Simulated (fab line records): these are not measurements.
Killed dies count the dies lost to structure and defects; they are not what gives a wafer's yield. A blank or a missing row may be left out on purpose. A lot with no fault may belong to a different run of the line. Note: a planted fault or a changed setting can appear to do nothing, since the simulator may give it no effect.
Which of the tools did it? || flow n5-finfet || 12 lots, 36 wafers sampled, at 5 steps of a route of 1938

== WHAT EACH GAUGE READ, for each wafer ==
N5_BEOL_M4_CD_MEAS_11: target cd 16.79 nm.
{"lot": "L075", "measured": "day 7 16:34", "on": "cd-sem-01", "cd-nm (nm)": "17.24 16.76 17.04"}
{"lot": "L077", "measured": "day 8 07:07", "on": "cd-sem-01", "cd-nm (nm)": "16.74 17.01 17.23"}
{"lot": "L079", "measured": "day 8 12:54", "on": "cd-sem-03", "cd-nm (nm)": "17.05 16.94 16.71"}
{"lot": "L083", "measured": "day 9 19:25", "on": "cd-sem-03", "cd-nm (nm)": "16.59 16.80 17.44"}
{"lot": "L082", "measured": "day 9 22:55", "on": "cd-sem-02", "cd-nm (nm)": "16.70 17.11 16.51"}
{"lot": "L084", "measured": "day 10 09:20", "on": "cd-sem-03", "cd-nm (nm)": "17.29 16.43 17.01"}
{"lot": "L087", "measured": "day 10 22:46", "on": "cd-sem-01", "cd-nm (nm)": "17.35 16.94 17.11"}
{"lot": "L090", "measured": "day 12 11:35", "on": "cd-sem-01", "cd-nm (nm)": "16.93 16.70 17.19"}
{"lot": "L091", "measured": "day 12 20:41", "on": "cd-sem-02", "cd-nm (nm)": "16.65 16.62 17.08"}
{"lot": "L093", "measured": "day 13 00:30", "on": "cd-sem-02", "cd-nm (nm)": "16.98 17.11 17.04"}
{"lot": "L092", "measured": "day 13 05:08", "on": "cd-sem-02", "cd-nm (nm)": "16.64 17.12 17.10"}
{"lot": "L097", "measured": "day 14 01:34", "on": "cd-sem-02", "cd-nm (nm)": "16.45 17.20 17.04"}

== WHICH TOOL RAN EACH LOT (tool, then ch and the chambers of the sampled wafers, then the start) ==
{"lot": "L075", "N5_BEOL_M3_ALD_84": "ald-metal-01 ch 0,1, day 7 11:50", "N5_BEOL_M3_SPUTTER_86": "pvd-sputter-02, day 7 12:59", "N5_BEOL_M3_SPUTTER_88": "pvd-sputter-02, day 7 13:12", "N5_BEOL_M4_ILD_DEP_00": "pecvd-01 ch 0,1,2, day 7 15:11"}
{"lot": "L077", "N5_BEOL_M3_ALD_84": "ald-metal-02 ch 0,2, day 8 00:08", "N5_BEOL_M3_SPUTTER_86": "pvd-sputter-02, day 8 01:17", "N5_BEOL_M3_SPUTTER_88": "pvd-sputter-02, day 8 01:30", "N5_BEOL_M4_ILD_DEP_00": "pecvd-01 ch 0,1, day 8 04:16"}
{"lot": "L079", "N5_BEOL_M3_ALD_84": "ald-metal-01 ch 0,1,3, day 8 08:16", "N5_BEOL_M3_SPUTTER_86": "pvd-sputter-03, day 8 09:31", "N5_BEOL_M3_SPUTTER_88": "pvd-sputter-03, day 8 09:44", "N5_BEOL_M4_ILD_DEP_00": "pecvd-01 ch 1,2, day 8 11:59"}
{"lot": "L083", "N5_BEOL_M3_ALD_84": "ald-metal-02 ch 0,1,2, day 9 13:46", "N5_BEOL_M3_SPUTTER_86": "pvd-sputter-03, day 9 14:53", "N5_BEOL_M3_SPUTTER_88": "pvd-sputter-03, day 9 15:06", "N5_BEOL_M4_ILD_DEP_00": "pecvd-04 ch 1,2, day 9 17:22"}
{"lot": "L082", "N5_BEOL_M3_ALD_84": "ald-metal-02 ch 0,2, day 9 17:04", "N5_BEOL_M3_SPUTTER_86": "pvd-sputter-03, day 9 19:59", "N5_BEOL_M3_SPUTTER_88": "pvd-sputter-03, day 9 20:12", "N5_BEOL_M4_ILD_DEP_00": "pecvd-01 ch 0,1, day 9 22:11"}
{"lot": "L084", "N5_BEOL_M3_ALD_84": "ald-metal-03 ch 0,1, day 10 04:17", "N5_BEOL_M3_SPUTTER_86": "pvd-sputter-03, day 10 05:44", "N5_BEOL_M3_SPUTTER_88": "pvd-sputter-03, day 10 05:57", "N5_BEOL_M4_ILD_DEP_00": "pecvd-02 ch 0,2, day 10 07:58"}
{"lot": "L087", "N5_BEOL_M3_ALD_84": "ald-metal-03 ch 0,2,3, day 10 18:22", "N5_BEOL_M3_SPUTTER_86": "pvd-sputter-03, day 10 19:31", "N5_BEOL_M3_SPUTTER_88": "pvd-sputter-03, day 10 19:44", "N5_BEOL_M4_ILD_DEP_00": "pecvd-01 ch 0,1,2, day 10 21:43"}
{"lot": "L090", "N5_BEOL_M3_ALD_84": "ald-metal-01 ch 2,3, day 12 06:47", "N5_BEOL_M3_SPUTTER_86": "pvd-sputter-01, day 12 07:58", "N5_BEOL_M3_SPUTTER_88": "pvd-sputter-01, day 12 08:11", "N5_BEOL_M4_ILD_DEP_00": "pecvd-01 ch 0,2, day 12 10:11"}
{"lot": "L091", "N5_BEOL_M3_ALD_84": "ald-metal-03 ch 0,2,3, day 12 15:17", "N5_BEOL_M3_SPUTTER_86": "pvd-sputter-03, day 12 16:30", "N5_BEOL_M3_SPUTTER_88": "pvd-sputter-03, day 12 16:43", "N5_BEOL_M4_ILD_DEP_00": "pecvd-04 ch 1,2, day 12 18:44"}
{"lot": "L093", "N5_BEOL_M3_ALD_84": "ald-metal-02 ch 0,2,3, day 12 20:28", "N5_BEOL_M3_SPUTTER_86": "pvd-sputter-01, day 12 21:42", "N5_BEOL_M3_SPUTTER_88": "pvd-sputter-01, day 12 21:55", "N5_BEOL_M4_ILD_DEP_00": "pecvd-02 ch 0,1,2, day 12 23:55"}
{"lot": "L092", "N5_BEOL_M3_ALD_84": "ald-metal-03 ch 1,2,3, day 12 23:40", "N5_BEOL_M3_SPUTTER_86": "pvd-sputter-02, day 13 01:03", "N5_BEOL_M3_SPUTTER_88": "pvd-sputter-02, day 13 01:17", "N5_BEOL_M4_ILD_DEP_00": "pecvd-04 ch 0,2, day 13 03:27"}
{"lot": "L097", "N5_BEOL_M3_ALD_84": "ald-metal-01 ch 0,1,3, day 13 20:17", "N5_BEOL_M3_SPUTTER_86": "pvd-sputter-02, day 13 21:29", "N5_BEOL_M3_SPUTTER_88": "pvd-sputter-02, day 13 21:43", "N5_BEOL_M4_ILD_DEP_00": "pecvd-04 ch 0,1, day 13 23:42"}
- N5_BEOL_M3_ALD_84: deposits TaN, pulse time 2 s, purge time 3 s, co reactant purge time 2 s.
- N5_BEOL_M3_SPUTTER_86: material Cu, target thk 4.5 nm, time 8.29 s.
- N5_BEOL_M3_SPUTTER_88: material Cu, target thk 4.5 nm, time 8.29 s.
- N5_BEOL_M4_ILD_DEP_00: deposits SiOC from DEMS/O2, target thk 79 nm, time 15.3 s.

== THE ANSWER, worked out from the rows above alone ==
Rule: the lots themselves supply what counts as usual. The widest of any qualifying gaps counts: lots, ordered by their means at a reading, are off when they make up no more than a third of the lots, leave a main group of 4 or more, and stand apart from it by 3 or more times the standard deviation of that group's means. The tables above print the reading to a certain number of digits; a main group whose means all agree to those digits is not used. A lot without any number at a reading at which 4 lots or more have one is off too. Where the step has rows for the other lots, those lots are counted as sound.
None of the lots is off at any reading shown; this tells nothing.

== WHAT WAS PUT IN BY THE SIMULATOR ==
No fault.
